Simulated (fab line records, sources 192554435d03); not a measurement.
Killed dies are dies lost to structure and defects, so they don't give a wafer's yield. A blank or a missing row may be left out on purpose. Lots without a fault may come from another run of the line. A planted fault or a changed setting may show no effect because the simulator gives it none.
Split-lot experiment | flow n5_finfet | 7 lots, 21 wafers read, on a route of 1938 steps

THE SPLIT
At N5_BEOL_M3_EXPOSE_08 (exposes mask M3), the setting dose_mj was moved away from the recipe's 33 on 3 of the 21 wafers read, by -4.8% to -3.8%. The other wafers ran this setting at the recipe's value.

FROM THE SPLIT TO THE READING: what the file shows between them, 2 steps
- N5_BEOL_M3_PEB_09: peb time 60 s
- N5_BEOL_M3_DEVELOP_10: develop time 30 s

THE READING
cd_nm, in nm, at N5_BEOL_M3_CD_MEAS_11 (target cd 17.05 nm). Fault-free wafers of this fab line usually give 17.11 nm, standard deviation 0.26 nm.

wafer  | tool, chamber at the split | dose_mj as run | against the recipe | cd_nm, nm | against lot-mates on the recipe
L074.3 | euv_scanner-02, 0          | 33             | recipe             | 16.89     | -
L074.4 | euv_scanner-02, 0          | 33             | recipe             | 16.74     | -
L074.6 | euv_scanner-02, 0          | 33             | recipe             | 16.93     | -
L075.2 | euv_scanner-02, 0          | 33             | recipe             | 17.12     | -
L075.3 | euv_scanner-02, 0          | 31.6           | -4.2%              | 15.92     | -1.15
L075.5 | euv_scanner-02, 0          | 33             | recipe             | 17.01     | -
L083.2 | euv_scanner-02, 0          | 33             | recipe             | 16.86     | -
L083.3 | euv_scanner-02, 0          | 33             | recipe             | 17.07     | -
L083.4 | euv_scanner-02, 0          | 33             | recipe             | 16.90     | -
L088.2 | euv_scanner-01, 0          | 33             | recipe             | 17.71     | -
L088.3 | euv_scanner-01, 0          | 33             | recipe             | 17.41     | -
L088.5 | euv_scanner-01, 0          | 33             | recipe             | 17.54     | -
L091.3 | euv_scanner-02, 0          | 33             | recipe             | 16.84     | -
L091.4 | euv_scanner-02, 0          | 31.74          | -3.8%              | 16.38     | -0.75
L091.5 | euv_scanner-02, 0          | 33             | recipe             | 17.43     | -
L096.1 | euv_scanner-01, 0          | 33             | recipe             | 16.92     | -
L096.2 | euv_scanner-01, 0          | 31.41          | -4.8%              | 16.20     | -0.70
L096.3 | euv_scanner-01, 0          | 33             | recipe             | 16.88     | -
L097.2 | euv_scanner-01, 0          | 33             | recipe             | 16.81     | -
L097.3 | euv_scanner-01, 0          | 33             | recipe             | 16.95     | -
L097.4 | euv_scanner-01, 0          | 33             | recipe             | 17.29     | -

THE FIT
A straight line over all 21 wafers: cd_nm changes by +0.21 nm for each +1% of dose_mj; r = +0.77; the points scatter about the line by 0.28 nm.
The same after taking each lot's own level away (the mean of its wafers on the recipe; 21 wafers): +0.199 nm for each +1%; r = +0.88; scatter 0.17 nm.
On that fit, the largest move of dose_mj shifts the reading by 0.96 nm.
The lots' own levels span 16.853 to 17.553 nm, that is 2.7 times the standard deviation above.
So the lot-to-lot level blurs the effect unless lot-mates are compared.
Check: with one of the wafers moved furthest among these (-4.8%) left out of the fit, the line predicts -1.14 nm for it against its lot-mates. It came out at -0.7 nm against them.

OTHER SPLITS ON THESE WAFERS
These wafers also went through other splits before the reading. Each is held against what the fit with the lots' levels taken away leaves over:
other split on the same wafers       | wafers away from the commonest value | r with cd_nm (lot level and that fit taken away)
N5_MOL_CONTACT_COAG_COAT_64 spin_rpm | 7                                    | -0.02
N5_BEOL_M0_SAQP_PECVD_00 time_s      | 9                                    | -0.28
N5_BEOL_M0_SAQP_DESCUM_45 time_s     | 5                                    | -0.27
N5_BEOL_M0_SAQP_ETCH_88 source_w     | 5                                    | +0.26
N5_BEOL_M2_TRENCH_ETCH_37 time_s     | 8                                    | -0.22

THE WHOLE CHAIN: every reading that the file lists as answering this split, in the file's order
step                  | what it does                                                | reading                                                               | change (the file's fit)               | r (the file's)
N5_BEOL_M3_CD_MEAS_11 | target cd 17.05 nm                                          | cd_nm                                                                 | +0.2 nm for each +1% of the setting   | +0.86
N5_BEOL_M3_ETCH_74    | etches underlayer in N2/H2, target depth 6.5 nm, time 5.2 s | BEOL_M3.cd_offset_nm (the simulator's own value, which no gauge read) | +0.176 nm for each +1% of the setting | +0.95
N5_BEOL_M3_ETCH_63    | etches SiARC in CF4, target depth 15.6 nm, time 26 s        | BEOL_M3.cd_offset_nm (the simulator's own value, which no gauge read) | +0.211 nm for each +1% of the setting | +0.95

THE FILE'S OWN FIT
cd_nm changes by +0.2 nm for each +1% of dose_mj, r = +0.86.
